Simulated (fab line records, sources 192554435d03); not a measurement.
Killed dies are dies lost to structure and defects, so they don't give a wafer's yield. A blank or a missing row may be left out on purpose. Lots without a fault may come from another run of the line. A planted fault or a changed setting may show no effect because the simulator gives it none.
Chamber matching | flow n5_finfet | N5_DUMMY_GATE_ETCH_31 on rie_diel-04: 4 sister chambers
The step etches SiO2 in C4F6/O2, target depth 82.5 nm, time 27.5 s. 8 wafers are shown with their chamber, then 10 later ones without.

WAFERS WITH THEIR CHAMBER
wafer  | chamber | rf_vpp_V (V) | throttle_valve_pct (%)
L076.2 | 2       | 648          | 20.90
L082.5 | 1       | 678          | 21.50
L084.1 | 1       | 678          | 21.50
L084.2 | 2       | 648          | 20.92
L085.3 | 3       | 662          | 21.15
L085.5 | 0       | 683          | 21.26
L089.4 | 3       | 664          | 21.17
L089.5 | 0       | 682          | 21.29

WAFERS WITHOUT THEIR CHAMBER
wafer  | rf_vpp_V (V) | throttle_valve_pct (%)
L089.6 | 662          | 21.16
L094.1 | 678          | 21.55
L094.5 | 677          | 21.55
L094.6 | 682          | 21.31
L095.1 | 664          | 21.19
L095.2 | 677          | 21.54
L095.4 | 648          | 20.96
L096.2 | 663          | 21.18
L096.3 | 650          | 20.94
L096.5 | 650          | 20.94

WHICH CHAMBER EACH WENT THROUGH
wafer  | from the rows above | in truth
L089.6 | 3                   | 3
L094.1 | 1                   | 1
L094.5 | 1                   | 1
L094.6 | 0                   | 0
L095.1 | 3                   | 3
L095.2 | 1                   | 1
L095.4 | 2                   | 2
L096.2 | 3                   | 3
L096.3 | 2                   | 2
L096.5 | 2                   | 2
Placed correctly: 10 of 10. Can't be placed from these rows: 0. Placed wrongly: 0.
How it was worked out, from the rows above alone: a wafer's distance from a chamber is the root of the sum, over the readings, of the square of ((its reading less the chamber's mean) divided by the reading's scatter). The wafer belongs to the nearest chamber; if the next one is less than 2 further off, it can't be placed. A chamber's mean is the mean of its shown wafers. The scatter: the root of (the sum of the squares of (reading less its chamber's mean) over the shown wafers, divided by (wafers less chambers)).
